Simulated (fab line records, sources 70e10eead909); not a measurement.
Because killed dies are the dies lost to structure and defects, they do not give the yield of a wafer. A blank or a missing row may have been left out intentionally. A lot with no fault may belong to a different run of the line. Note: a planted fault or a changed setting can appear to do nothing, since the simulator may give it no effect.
Which tool was responsible? | flow nandHarc | 12 lots, 36 wafers sampled, at 5 steps of a route of 1302

## WHAT THE GAUGES READ, wafer by wafer
NHARC_END_SORT_01.
lot  | measured     | on        | killedAtArray | killedAtOther | killedAtPeriphery | killedDies | killedOpen | killedShort
L285 | day 31 03:18 | prober-01 | 61 89 66      | 5 3 4         | 2 0 3             | 68 92 73   | 1 2 1      | 1 1 5
L287 | day 33 06:14 | prober-01 | 48            | 0             | 9                 | 57         | 4          | 3
L288 | day 32 19:14 | prober-01 | 65 71 88      | 0 0 0         | 5 6 4             | 70 77 92   | 3 3 3      | 0 0 2

## TOOL THAT RAN EACH LOT (tool first, then ch and the chambers of the sampled wafers, then the start)
lot  | NHARC_A_STAIRCASE_ETCH_15                    | NHARC_A_STAIRCASE_TRIM_16                    | NHARC_A_STAIRCASE_EXPOSE_181     | NHARC_A_STAIRCASE_ETCH_192
L268 | rieDiel-08 ch 0,2,3, day 15 16:47 or earlier | rieDiel-08 ch 0,1,3, day 15 16:47 or earlier | krfScanner-03 ch 0, day 15 16:47 | rieDiel-07 ch 0,1,2, no start
L271 | rieDiel-04 ch 0,1,3, day 16 23:32 or earlier | rieDiel-04 ch 0,1,3, day 16 23:32 or earlier | krfScanner-03 ch 0, day 16 23:32 | rieDiel-07 ch 0,1,2, no start
L272 | rieDiel-08 ch 0,1, day 17 14:10 or earlier   | rieDiel-08 ch 1,2,3, day 17 14:10 or earlier | krfScanner-02 ch 0, day 17 14:10 | rieDiel-07 ch 1,3, no start
L273 | rieDiel-07 ch 0,1,2, day 18 02:17 or earlier | rieDiel-07 ch 0,1,2, day 18 02:17 or earlier | krfScanner-03 ch 0, day 18 02:17 | rieDiel-04 ch 1,2,3, no start
L275 | rieDiel-07 ch 0,1,3, day 18 15:50 or earlier | rieDiel-07 ch 0,1,3, day 18 15:50 or earlier | krfScanner-03 ch 0, day 18 15:50 | rieDiel-07 ch 0,1,3, no start
L283 | rieDiel-04 ch 2,3, day 21 12:55 or earlier   | rieDiel-04 ch 0,2, day 21 12:55 or earlier   | krfScanner-04 ch 0, day 21 12:55 | rieDiel-08 ch 1,2, no start
L282 | rieDiel-07 ch 1,2,3, day 21 19:55 or earlier | rieDiel-07 ch 1,2, day 21 19:55 or earlier   | krfScanner-03 ch 0, day 21 19:55 | rieDiel-04 ch 1,2,3, no start
L285 | rieDiel-08 ch 0,1,2, day 22 14:56 or earlier | rieDiel-08 ch 1,2,3, day 22 14:56 or earlier | krfScanner-02 ch 0, day 22 14:56 | rieDiel-07 ch 0,1,3, day 31 03:18 or earlier
L287 | rieDiel-07 ch 0,3, day 23 13:34 or earlier   | rieDiel-07 ch 0,1,3, day 23 13:34 or earlier | krfScanner-04 ch 0, day 23 13:34 | rieDiel-08 ch 0,1, day 33 06:14 or earlier
L288 | rieDiel-07 ch 1,2,3, day 23 15:34 or earlier | rieDiel-07 ch 0,1,3, day 23 15:34 or earlier | krfScanner-02 ch 0, day 23 15:34 | rieDiel-04 ch 0,2, day 32 19:14 or earlier
L290 | rieDiel-04 ch 0,1, day 24 16:15 or earlier   | rieDiel-04 ch 0,3, day 24 16:15 or earlier   | krfScanner-04 ch 0, day 24 16:15 | rieDiel-08 ch 2,3, no start
L291 | rieDiel-04 ch 0,1,2, day 25 10:39 or earlier | rieDiel-04 ch 1,2, day 25 10:39 or earlier   | krfScanner-02 ch 0, day 25 10:39 | rieDiel-08 ch 2,3, no start
- NHARC_A_STAIRCASE_ETCH_15: etches the open film in C4F8/O2, target depth 100 nm, time 40.5 s.
- NHARC_A_STAIRCASE_TRIM_16: chemistry O2, time 211.2 s.
- NHARC_A_STAIRCASE_EXPOSE_181: exposes mask STAIR 2.
- NHARC_A_STAIRCASE_ETCH_192: etches the open film in C4F8/O2, target depth 100 nm, time 40.5 s.

## WHAT THE TOOLS THEMSELVES READ (means of the sampled wafers that have a number; where no wafer has one, the mark that the record gives instead)
NHARC_A_STAIRCASE_ETCH_15.
lot  | tool       | oesProductAu (a.u.) | rfVppV (V)
L268 | rieDiel-08 | 0.936               | 896
L271 | rieDiel-04 | 0.952               | 895
L272 | rieDiel-08 | 0.947               | 904
L273 | rieDiel-07 | 0.934               | 897
L275 | rieDiel-07 | 0.949               | 898
L283 | rieDiel-04 | 0.937               | 900
L282 | rieDiel-07 | 0.938               | 896
L285 | rieDiel-08 | 0.940               | 898
L287 | rieDiel-07 | 0.937               | 899
L288 | rieDiel-07 | 0.953               | 895
L290 | rieDiel-04 | 0.937               | 894
L291 | rieDiel-04 | 0.949               | 896

NHARC_A_STAIRCASE_TRIM_16.
lot  | tool       | drypumpMotorCurrentA (A) | oesProductAu (a.u.) | rfVppV (V) | showerheadPlenumPTorr (Torr) | throttleValvePct (%)
L268 | rieDiel-08 | 5.7                      | 0.998               | 57.4       | 3.50                         | 17.029
L271 | rieDiel-04 | 5.3                      | 1.006               | 57.8       | 3.51                         | 17.041
L272 | rieDiel-08 | 5.7                      | 0.997               | 58.4       | 3.55                         | 17.041
L273 | rieDiel-07 | 5.6                      | 1.007               | 57.1       | 3.55                         | 17.036
L275 | rieDiel-07 | 5.8                      | 1.000               | 58.3       | 3.58                         | 17.038
L283 | rieDiel-04 | 5.8                      | 0.995               | 58.2       | 3.59                         | 17.030
L282 | rieDiel-07 | 5.5                      | 0.995               | 57.3       | 3.46                         | 17.023
L285 | rieDiel-08 | 5.7                      | 1.005               | 58.2       | 3.53                         | 17.032
L287 | rieDiel-07 | 5.8                      | 0.997               | 58.5       | 3.55                         | 17.038
L288 | rieDiel-07 | 5.8                      | 0.991               | 58.4       | 3.55                         | 17.035
L290 | rieDiel-04 | 5.7                      | 0.997               | 57.5       | 3.54                         | 17.028
L291 | rieDiel-04 | 5.1                      | 1.005               | 56.8       | 3.47                         | 17.032

NHARC_A_STAIRCASE_EXPOSE_181.
lot  | tool          | exposureDoseMJCm2
L268 | krfScanner-03 | 27.887
L271 | krfScanner-03 | 27.861
L272 | krfScanner-02 | 27.879
L273 | krfScanner-03 | 27.880
L275 | krfScanner-03 | 27.312
L283 | krfScanner-04 | 27.879
L282 | krfScanner-03 | 27.386
L285 | krfScanner-02 | 27.861
L287 | krfScanner-04 | 27.868
L288 | krfScanner-02 | 27.848
L290 | krfScanner-04 | 27.858
L291 | krfScanner-02 | 27.864

NHARC_A_STAIRCASE_ETCH_192.
lot  | tool       | oesProductAu (a.u.) | rfVppV (V)
L268 | rieDiel-07 | 0.940               | 897
L271 | rieDiel-07 | 0.943               | 897
L272 | rieDiel-07 | 0.945               | 895
L273 | rieDiel-04 | 0.948               | 899
L275 | rieDiel-07 | 0.943               | 897
L283 | rieDiel-08 | 0.950               | 900
L282 | rieDiel-04 | 0.950               | 897
L285 | rieDiel-07 | 0.940               | 898
L287 | rieDiel-08 | 0.932               | 904
L288 | rieDiel-04 | 0.927               | 897
L290 | rieDiel-08 | 0.954               | 891
L291 | rieDiel-08 | 0.947               | 890

## THE ANSWER, worked out from the rows above alone
Rule: the usual values come from the lots themselves. Put in order of their means at a reading, lots are off if they are a third of the lots or fewer, leave a main group of 4 or more, and stand apart from it by a gap of 3 or more times the standard deviation of the main group's means; of several such gaps the widest counts. A main group is skipped when, at the precision printed for the reading in the tables above, its means are all equal. Also off: a lot with no number at a reading for which 4 or more lots have one. Where the step has rows for the other lots, those lots are counted as sound. Order of review: gauges by route order, followed by the tools' own readings, for which a lot's mean as printed above is used. The first step at which some lot is off is used, and at that step the reading that is off furthest; a lot without a number counts as furthest.
Off: L275, L282, at NHARC_A_STAIRCASE_EXPOSE_181 (exposureDoseMJCm2). The main group has a mean of 27.869 with a standard deviation of 0.012.
A tool fits if, at that step or a process step before it, it ran every lot that is off, and no sound lot after the first of them. NHARC_A_STAIRCASE_ETCH_15: start missing for some lots; hours and lot order therefore follow NHARC_A_STAIRCASE_EXPOSE_181. NHARC_A_STAIRCASE_TRIM_16: start missing for some lots; hours and lot order therefore follow NHARC_A_STAIRCASE_EXPOSE_181. One candidate fits, namely krfScanner-03 at NHARC_A_STAIRCASE_EXPOSE_181. A fault onset in the window from L273 (day 18 02:17, its last sound lot) to L275 (day 18 15:50, its first lot off) fits.
The tool's own readings at NHARC_A_STAIRCASE_EXPOSE_181 bear it out: on the lots that are off they differ by more than 5 times the standard deviation of the sound lots' means. exposureDoseMJCm2 reads 27.349 there against 27.869 on the sound lots.

## WHAT HAD BEEN PUT IN BY THE SIMULATOR
Process parameter drift: krfScanner-03, from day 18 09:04 on, at NHARC_A_STAIRCASE_EXPOSE_181. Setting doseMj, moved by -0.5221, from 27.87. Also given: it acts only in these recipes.
Struck lots among those shown: L275, L282. The same result came from the rule above.
